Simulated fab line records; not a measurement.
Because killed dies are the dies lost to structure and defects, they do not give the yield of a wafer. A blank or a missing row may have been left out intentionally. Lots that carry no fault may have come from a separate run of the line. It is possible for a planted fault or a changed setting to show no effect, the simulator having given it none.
Code-filled problem report in 8D (eight disciplines) form    flow n5-finfet    the parts of the form that need people (team, actions taken, sign-off) are left out

## 1. PROBLEM STATEMENT
Mean of killed-at-other at N5_PASSIVATION_PROBE_49: 1045 across 4 wafers in 3 lots; on wafers with no fault it is 4 (standard deviation 3.1). So: +99 or more standard deviations from the usual mean.
First seen on wafer L605.1, day 15 22:50, on prober-01. The record holds 15 wafers of 6 lots with a number at this step. Rule for "out" (also "out of limits"): further than 4 standard deviations from the usual mean. Any other wafer with a number is counted as sound.

## 2. WHAT IT IS; WHAT IT IS NOT
question                     is                                                                                              is not
which readings at this step  killed-at-other, defect-limited-yield, killed-dies, killed-on-rim, sort-n-pass, sort-yield-pct  killed_at_M0_to_M3, killed_at_M4_up, killed-at-contacts, killed-at-front-end, killed-open, killed-short, sort_bin_5_function, sort_bin_6_memory
which lots                   L605, L606, L607                                                                                L598, L601, L602
which wafers of those lots   L605.1, L606.5, L607.1, L607.5                                                                  L605.6, L606.6
read on which tools          prober-01                                                                                       prober-02
when                         from day 15 22:50                                                                               up to then (6 sound wafers); but 5 sound wafers of L602, L605, L606 came after

## 3. THE SUSPECTS, EACH WITH WHAT RULES IT OUT
Counting: any tool at a process step up to the reading remains a suspect provided it ran every lot that is out. Sound lots after the first of them don't rule it out here, since some wafers of a struck lot are sound.
- pecvd-02 at N5_MIM_TOP_ETCH_PECVD_03 (deposits SiNx from SiH4/NH3/N2, target thk 20 nm, time 17.6 s): kept. It ran every lot that is out, first L605 (day 15 10:23).
- prober-01 at N5_PASSIVATION_PROBE_49: kept. It processed each lot that is out (first: L605, day 15 22:50); up to then, its last sound lot is L601 (day 15 07:29). Out on those wafers are its own readings of defect-limited-yield, killed-at-other, killed-dies, killed-on-rim, sort-n-pass, sort-yield-pct.
Remaining after the count are pecvd-02 at N5_MIM_TOP_ETCH_PECVD_03 and prober-01 at N5_PASSIVATION_PROBE_49.

## 4. THE CAUSE (what the simulator had put in)
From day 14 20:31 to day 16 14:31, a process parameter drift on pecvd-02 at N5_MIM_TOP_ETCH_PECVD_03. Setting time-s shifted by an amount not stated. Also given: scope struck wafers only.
2 suspects survive the count, and this tool is in that group.

## 5. SEQUENCE OF EFFECTS, ordered by route
One row per reading whose mean, taken over the struck wafers that have a number, lies over 3 standard deviations from the usual. Only readings whose record carries a usual standard deviation are examined. hours: median over the lots of the time between each lot's start at the first step of this table that gives one and its start at this step. sigmas: the change, counted in usual standard deviations.
hours  step                     reading               usual   on struck wafers  change  sigmas
0      N5_PASSIVATION_PROBE_49  defect-limited-yield  91.1 %  2.6               -88.5   -63
0      N5_PASSIVATION_PROBE_49  killed-at-other       4       1045              +1041   +99 or more
0      N5_PASSIVATION_PROBE_49  killed-dies           105     1149              +1044   +61
0      N5_PASSIVATION_PROBE_49  killed-on-rim         14      128               +114    +28
0      N5_PASSIVATION_PROBE_49  sort-n-pass           1075    31                -1044   -61
0      N5_PASSIVATION_PROBE_49  sort-yield-pct        91.1 %  2.6               -88.5   -63
Process steps it contains:
- N5_PASSIVATION_PROBE_49

## 6. HOW IT WOULD HAVE BEEN CAUGHT EARLIER
First out-of-limits reading in this record: day 15 22:50, which is 26 hours after fault onset at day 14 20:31.
Of the tool readings at N5_MIM_TOP_ETCH_PECVD_03 for which the record gives a usual standard deviation, none was out on any struck wafer, so an alarm limit of 4 standard deviations on them would not have fired.
Of the lots that are out (3), L606, L607 began N5_MIM_TOP_ETCH_PECVD_03 on pecvd-02 after day 15 22:50. A hold on the tool at that time would have spared those 2.
